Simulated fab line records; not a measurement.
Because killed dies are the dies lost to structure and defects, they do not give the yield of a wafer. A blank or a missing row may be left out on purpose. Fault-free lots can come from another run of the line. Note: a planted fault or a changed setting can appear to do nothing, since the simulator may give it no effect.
Which tool was responsible?	flow n5Finfet	57 wafers from 19 lots sampled at 5 of the route's 1938 steps

## WHAT THE GAUGES READ, wafer by wafer
N5_BEOL_M14_OVL_MEAS_29. Usual: M14_OVL -5 nm, standard deviation 5.5.
lot	measured	on	M14_OVL (nm)	flag
L074	day 12 20:47	overlay-01	-11 -8 -13	
L076	day 12 23:39	overlay-01	-6 -7 3	
L082	day 13 14:25	overlay-02	-5 -4 -2	
L081	day 13 15:22	overlay-01	-8 -18 -11	
L077	day 13 15:55	overlay-01	-8 -10 -10	
L080	day 14 01:33	overlay-02	-8 -2 -4	
L078	day 14 13:46	overlay-01	-4 -5 0	
L084	day 14 19:56	overlay-01	-14 -9 -7	
L083	day 14 23:30	overlay-02	-5 -8 -3	
L085	day 15 06:55	overlay-01	-5 4 -2	
L089	day 16 00:11	overlay-01	-11 -8 -8	
L088	day 16 00:32	overlay-01	4 -3 3	
L087	day 16 02:13	overlay-02	-13 -6 -11	
L090	day 16 04:17	overlay-01	-7 0 3	
L092	day 16 21:53	overlay-01	4 5 -5	
L094	day 16 22:07	overlay-01	-6 -1 4	
L093	day 16 23:38	overlay-01	-7 -4 -4	
L096	day 17 21:14	overlay-01	-5 -9 -7	
L097	day 18 01:17	overlay-01	5 -6 2	

N5_BEOL_M14_OCD_MEAS_35. Usual: 557 nm for trenchDepthNm, sd 12.
lot	measured	on	trenchDepthNm (nm)	flag
L074	day 12 21:58	ocd-01	551 537 545	
L076	day 13 00:26	ocd-01	565 524 569	
L082	day 13 15:07	ocd-01	564 571 572	
L081	day 13 16:05	ocd-02	571 575 565	
L077	day 13 16:41	ocd-02	548 564 549	
L080	day 14 02:20	ocd-02	550 554 548	
L078	day 14 14:28	ocd-01	568 562 566	
L084	day 14 20:36	ocd-02	529 548 532	
L083	day 15 00:18	ocd-02	559 576 548	
L085	day 15 07:46	ocd-01	553 568 550	
L089	day 16 00:52	ocd-01	560 545 542	
L088	day 16 01:17	ocd-01	568 568 562	
L087	day 16 03:06	ocd-01	566 558 564	
L090	day 16 05:17	ocd-02	561 572 566	
L092	day 16 22:45	ocd-01	535 573 530	
L094	day 16 22:49	ocd-02	546 553 568	
L093	day 17 00:33	ocd-01	566 568 567	
L096	day 17 21:54	ocd-01	549 552 555	
L097	day 18 02:19	ocd-02	562 563 567	

## WHICH TOOL RAN EACH LOT (tool, then ch and the chambers of the sampled wafers, then the start)
lot	N5_BEOL_M12_ETCH_59	N5_BEOL_M13_ETCH_67	N5_BEOL_M14_ETCH_59
L074	rieDiel-01 ch 1,2,3, day 12 08:07	rieDiel-02 ch 0,1,3, day 12 15:16	rieDiel-01 ch 0,1,2, day 12 20:01
L076	rieDiel-06 ch 1,3, day 12 12:11	rieDiel-02 ch 2,3, day 12 19:20	rieDiel-06 ch 0,3, day 12 22:53
L082	rieDiel-06 ch 0,3, day 12 18:34	rieDiel-02 ch 0,2,3, day 13 05:47	rieDiel-03 ch 1,2, day 13 13:39
L081	rieDiel-06 ch 2,3, day 12 19:37	rieDiel-02 ch 0,1, day 13 07:40	rieDiel-03 ch 0,2,3, day 13 14:29
L077	rieDiel-06 ch 2,3, day 12 20:02	rieDiel-02 ch 1,3, day 13 08:39	rieDiel-06 ch 1,2, day 13 15:10
L080	rieDiel-03 ch 0,2,3, day 12 22:22	rieDiel-04 ch 2,3, day 13 12:45	rieDiel-06 ch 0,2, day 14 00:47
L078	rieDiel-06 ch 2,3, day 14 00:11	rieDiel-05 ch 0,1,3, day 14 08:12	rieDiel-06 ch 1,2,3, day 14 13:01
L084	rieDiel-03 ch 2,3, day 14 07:37	rieDiel-02 ch 0,1, day 14 15:13	rieDiel-03 ch 0,3, day 14 19:10
L083	rieDiel-01 ch 0,2,3, day 14 08:29	rieDiel-02 ch 0,1,3, day 14 17:52	rieDiel-06 ch 0,1, day 14 22:37
L085	rieDiel-01 ch 0,2,3, day 14 09:32	rieDiel-02 ch 1,2,3, day 14 18:25	rieDiel-01 ch 0,3, day 15 06:00
L089	rieDiel-01 ch 1,2,3, day 15 08:16	rieDiel-02 ch 0,3, day 15 14:46	rieDiel-03 ch 0,2, day 15 23:19
L088	rieDiel-06 ch 0,1,3, day 15 08:52	rieDiel-02 ch 0,2,3, day 15 15:59	rieDiel-03 ch 0,1,3, day 15 23:40
L087	rieDiel-01 ch 1,2, day 15 09:32	rieDiel-04 ch 1,3, day 15 17:31	rieDiel-03 ch 1,2,3, day 16 01:28
L090	rieDiel-03 ch 0,2, day 15 16:19	rieDiel-05 ch 0,2,3, day 15 23:34	rieDiel-03 ch 2,3, day 16 03:23
L092	rieDiel-06 ch 0,2,3, day 16 04:11	rieDiel-02 ch 1,2, day 16 14:09	rieDiel-03 ch 0,2, day 16 21:08
L094	rieDiel-03 ch 1,3, day 16 09:01	rieDiel-04 ch 1,2,3, day 16 14:32	rieDiel-01 ch 0,1,2, day 16 21:14
L093	rieDiel-06 ch 0,1, day 16 09:21	rieDiel-04 ch 0,2,3, day 16 17:19	rieDiel-01 ch 1,3, day 16 22:53
L096	rieDiel-01 ch 0,1, day 17 09:01	rieDiel-04 ch 1,2, day 17 15:40	rieDiel-01 ch 0,1,3, day 17 20:20
L097	rieDiel-03 ch 1,2,3, day 17 09:31	rieDiel-02 ch 1,3, day 17 19:53	rieDiel-06 ch 1,2,3, day 18 00:25
- N5_BEOL_M12_ETCH_59: etches BARC in N2/H2, target depth 89 nm, overetch 26.7 nm, time 67.9 s.
- N5_BEOL_M13_ETCH_67: etches SiARC in CF4, target depth 143 nm, time 238.3 s.
- N5_BEOL_M14_ETCH_59: etches BARC in N2/H2, target depth 89 nm, overetch 26.7 nm, time 67.9 s.

## WHAT THE TOOLS THEMSELVES READ (means of the sampled wafers that have a number; where no wafer has one, the mark that the record gives instead)
N5_BEOL_M12_ETCH_59. Usual: biasW 150.0 W, standard deviation 0.5; chamberPressureMTorr 30.004 mTorr, standard deviation 0.027; drypumpMotorCurrentA 5.7 A, standard deviation 0.43; h2FlowSccm 200.1 sccm, standard deviation 0.68; oesProductAu 0.71 a.u., standard deviation 0.06; rfVppV 523.3 V, standard deviation 2.3; showerheadPlenumPTorr 2.52 Torr, standard deviation 0.087; throttleValvePct 17.82 %, standard deviation 0.25.
lot	tool	biasW (W)	chamberPressureMTorr (mTorr)	drypumpMotorCurrentA (A)	h2FlowSccm (sccm)	oesProductAu (a.u.)	rfVppV (V)	showerheadPlenumPTorr (Torr)	throttleValvePct (%)	flag
L074	rieDiel-01	149.8	29.985	6.0	200.8	0.72	522.6	2.46	17.61	
L076	rieDiel-06	150.0	29.987	5.9	199.6	0.73	523.1	2.49	17.87	
L082	rieDiel-06	149.9	29.998	5.9	200.3	0.75	523.2	2.47	17.71	
L081	rieDiel-06	150.4	30.005	5.3	199.7	0.76	524.4	2.55	18.03	
L077	rieDiel-06	150.2	30.012	5.3	199.9	0.75	523.9	2.55	18.02	
L080	rieDiel-03	149.7	30.037	5.6	200.6	0.68	524.8	2.57	18.01	
L078	rieDiel-06	149.9	29.995	5.6	199.6	0.75	522.7	2.52	17.92	
L084	rieDiel-03	150.1	29.975	5.8	199.7	0.73	526.8	2.66	17.95	
L083	rieDiel-01	149.7	29.988	5.6	199.5	0.71	521.5	2.46	17.78	
L085	rieDiel-01	150.1	30.008	5.6	200.2	0.71	522.0	2.46	17.77	
L089	rieDiel-01	150.5	30.041	6.1	199.9	0.70	520.9	2.45	17.66	
L088	rieDiel-06	149.7	29.990	5.9	200.2	0.72	522.4	2.45	17.70	
L087	rieDiel-01	150.0	29.993	6.0	200.0	0.71	521.6	2.45	17.74	
L090	rieDiel-03	150.1	30.028	5.4	200.0	0.64	522.8	2.51	18.02	
L092	rieDiel-06	149.9	29.985	5.5	200.7	0.69	522.0	2.48	17.88	
L094	rieDiel-03	150.7	30.000	5.8	200.4	0.65	524.1	2.56	17.96	
L093	rieDiel-06	149.8	30.025	5.7	199.5	0.66	520.8	2.43	17.64	
L096	rieDiel-01	150.5	30.029	5.3	200.4	0.72	522.2	2.47	17.84	
L097	rieDiel-03	150.1	29.999	5.8	200.1	0.68	524.9	2.60	17.86	

N5_BEOL_M13_ETCH_67. Usual: biasW 35.99 W, standard deviation 0.12; chamberPressureMTorr 40.00 mTorr, standard deviation 0.038; drypumpMotorCurrentA 5.64 A, standard deviation 0.27; etchRfOnTimeS 240 s, standard deviation 5.7; mfcArSccm 100.03 sccm, standard deviation 0.27; oesProductAu 0.69 a.u., standard deviation 0.079; rfVppV 184.0 V, standard deviation 1.1; showerheadPlenumPTorr 2.14 Torr, standard deviation 0.068; throttleValvePct 15.52 %, standard deviation 0.26.
lot	tool	biasW (W)	chamberPressureMTorr (mTorr)	drypumpMotorCurrentA (A)	etchRfOnTimeS (s)	mfcArSccm (sccm)	oesProductAu (a.u.)	rfVppV (V)	showerheadPlenumPTorr (Torr)	throttleValvePct (%)	flag
L074	rieDiel-02	35.94	39.98	5.55	243	99.61	0.71	184.5	2.11	15.50	
L076	rieDiel-02	36.05	40.02	5.60	235	99.96	0.78	184.5	2.16	15.34	
L082	rieDiel-02	35.97	39.99	5.50	241	100.19	0.71	183.4	2.11	15.53	
L081	rieDiel-02	35.95	39.98	5.63	244	99.96	0.72	184.1	2.14	15.39	
L077	rieDiel-02	36.04	40.01	5.59	236	100.01	0.77	183.3	2.12	15.44	
L080	rieDiel-04	35.92	39.98	5.67	236	100.13	0.71	182.6	2.08	15.50	
L078	rieDiel-05	35.99	40.00	5.57	240	99.78	0.69	184.0	2.19	15.59	
L084	rieDiel-02	36.02	39.99	5.49	246	100.03	0.64	182.8	2.08	15.63	
L083	rieDiel-02	35.91	39.99	5.54	243	100.12	0.69	182.8	2.10	15.54	
L085	rieDiel-02	35.90	40.02	5.66	238	100.12	0.75	184.1	2.15	15.35	
L089	rieDiel-02	35.95	40.04	5.36	244	100.32	0.63	182.7	2.05	15.78	
L088	rieDiel-02	35.95	40.01	5.47	241	99.86	0.68	183.3	2.10	15.59	
L087	rieDiel-04	36.02	39.98	5.77	241	99.73	0.66	184.8	2.23	15.65	
L090	rieDiel-05	35.90	39.99	5.82	241	100.15	0.65	184.1	2.17	15.61	
L092	rieDiel-02	36.11	39.99	5.73	239	100.27	0.73	184.4	2.18	15.27	
L094	rieDiel-04	35.98	40.04	5.72	239	100.12	0.70	185.1	2.19	15.53	
L093	rieDiel-04	36.10	40.00	5.64	242	100.06	0.69	183.4	2.16	15.65	
L096	rieDiel-04	35.89	40.03	5.84	238	100.00	0.67	183.3	2.13	15.46	
L097	rieDiel-02	35.87	39.98	5.62	239	100.08	0.70	183.6	2.11	15.52	

N5_BEOL_M14_ETCH_59. Usual: biasW 150.0 W, standard deviation 0.48; chamberPressureMTorr 29.998 mTorr, standard deviation 0.029; drypumpMotorCurrentA 5.7 A, standard deviation 0.42; h2FlowSccm 199.9 sccm, standard deviation 0.61; oesProductAu 0.70 a.u., standard deviation 0.06; rfVppV 523.1 V, standard deviation 2.4; showerheadPlenumPTorr 2.51 Torr, standard deviation 0.086; throttleValvePct 17.81 %, standard deviation 0.25.
lot	tool	biasW (W)	chamberPressureMTorr (mTorr)	drypumpMotorCurrentA (A)	h2FlowSccm (sccm)	oesProductAu (a.u.)	rfVppV (V)	showerheadPlenumPTorr (Torr)	throttleValvePct (%)	flag
L074	rieDiel-01	150.3	29.979	5.6	199.3	0.75	522.2	2.47	17.75	
L076	rieDiel-06	149.9	29.959	5.8	200.0	0.70	521.3	2.44	17.64	
L082	rieDiel-03	149.8	30.003	5.9	200.0	0.75	526.2	2.62	17.53	
L081	rieDiel-03	150.5	30.012	5.6	199.9	0.67	523.9	2.56	18.02	
L077	rieDiel-06	150.2	30.015	5.5	199.7	0.78	522.8	2.51	17.81	
L080	rieDiel-06	149.8	30.024	5.5	199.9	0.66	521.8	2.47	17.77	
L078	rieDiel-06	149.5	30.012	5.5	200.0	0.75	523.0	2.51	17.88	
L084	rieDiel-03	149.5	29.999	5.6	199.3	0.62	522.4	2.51	18.16	
L083	rieDiel-06	149.3	30.008	5.7	199.7	0.68	521.5	2.44	17.62	
L085	rieDiel-01	150.3	30.010	5.3	200.1	0.72	522.6	2.47	17.83	
L089	rieDiel-03	149.6	29.980	5.4	200.2	0.63	522.8	2.51	18.02	
L088	rieDiel-03	150.0	30.018	5.6	200.1	0.64	522.7	2.51	17.92	
L087	rieDiel-03	150.1	29.956	5.8	199.3	0.70	525.6	2.61	17.83	
L090	rieDiel-03	149.9	30.034	5.8	199.6	0.66	525.4	2.60	18.09	
L092	rieDiel-03	149.9	29.980	5.7	200.2	0.76	528.6	2.70	17.80	
L094	rieDiel-01	149.8	29.991	5.6	200.6	0.71	522.2	2.46	17.80	
L093	rieDiel-01	150.4	29.973	6.2	199.3	0.69	521.8	2.45	17.59	
L096	rieDiel-01	150.4	30.003	5.8	200.1	0.70	521.7	2.45	17.74	
L097	rieDiel-06	150.1	30.022	5.5	200.3	0.71	522.9	2.49	17.93	

## THE ANSWER, worked out from the rows above alone
Rule: a lot counts as off when the mean over its wafers that have a number is more than 3 standard deviations away from the usual mean. Also off: a lot with no number at a reading for which 4 or more lots have one. Any other lot the step has rows for is counted as sound. After the gauges, taken in route order, come the tools' own readings; for these a lot's mean is taken, as printed above. The first step at which some lot is off is used, and at that step the reading that is off furthest; a lot without a number counts as furthest.
None of the lots is off at any reading shown; this tells nothing.

## WHAT THE SIMULATOR HAD PUT IN
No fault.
